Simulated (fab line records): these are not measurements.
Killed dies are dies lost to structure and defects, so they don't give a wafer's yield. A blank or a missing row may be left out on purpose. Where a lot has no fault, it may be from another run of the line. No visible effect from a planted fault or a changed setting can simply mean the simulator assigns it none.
Chamber matching + flow n5Finfet + N5_GATE_CUT_STRIP_42 on rieDiel-06: 4 sister chambers
The step strips in O2. 4 wafers are shown with their chamber, then 9 later ones without.

## EACH WAFER AND ITS CHAMBER
| wafer  | chamber | throttleValvePct (%) |
|--------|---------|----------------------|
| L080.6 | 1       | 17.14                |
| L087.4 | 2       | 16.54                |
| L087.5 | 0       | 16.05                |
| L087.6 | 3       | 16.66                |

## WAFERS WITHOUT THEIR CHAMBER
| wafer  | throttleValvePct (%) |
|--------|----------------------|
| L088.2 | 16.70                |
| L088.3 | 16.07                |
| L088.4 | 16.55                |
| L097.1 | 16.58                |
| L097.2 | 16.72                |
| L097.3 | 16.67                |
| L097.4 | 16.09                |
| L097.5 | 16.09                |
| L097.6 | 16.69                |

## THE CHAMBER EACH PASSED THROUGH
| wafer  | from the rows above     | in truth                   |
|--------|-------------------------|----------------------------|
| L088.2 | 3                       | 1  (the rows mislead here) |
| L088.3 | 0                       | 0                          |
| L088.4 | 2                       | 2                          |
| L097.1 | can't be placed: 2 or 3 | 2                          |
| L097.2 | 3                       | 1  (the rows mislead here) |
| L097.3 | 3                       | 3                          |
| L097.4 | 0                       | 0                          |
| L097.5 | 0                       | 0                          |
| L097.6 | 3                       | 3                          |
6 of 9 placed correctly. Not placeable from these rows: 1 (in 1, the candidates include the true chamber). Number placed wrongly: 2.
How it was worked out, from the rows above alone: a wafer's distance from a chamber is the root of the sum, over the readings, of the square of ((its reading less the chamber's mean) divided by the reading's scatter). The wafer belongs to the nearest chamber; if the next one is less than 2 further off, it can't be placed. A chamber's mean is the mean of its shown wafers. The scatter: root of mean squared gap, hidden wafer to nearest shown wafer, with one shown wafer a chamber.
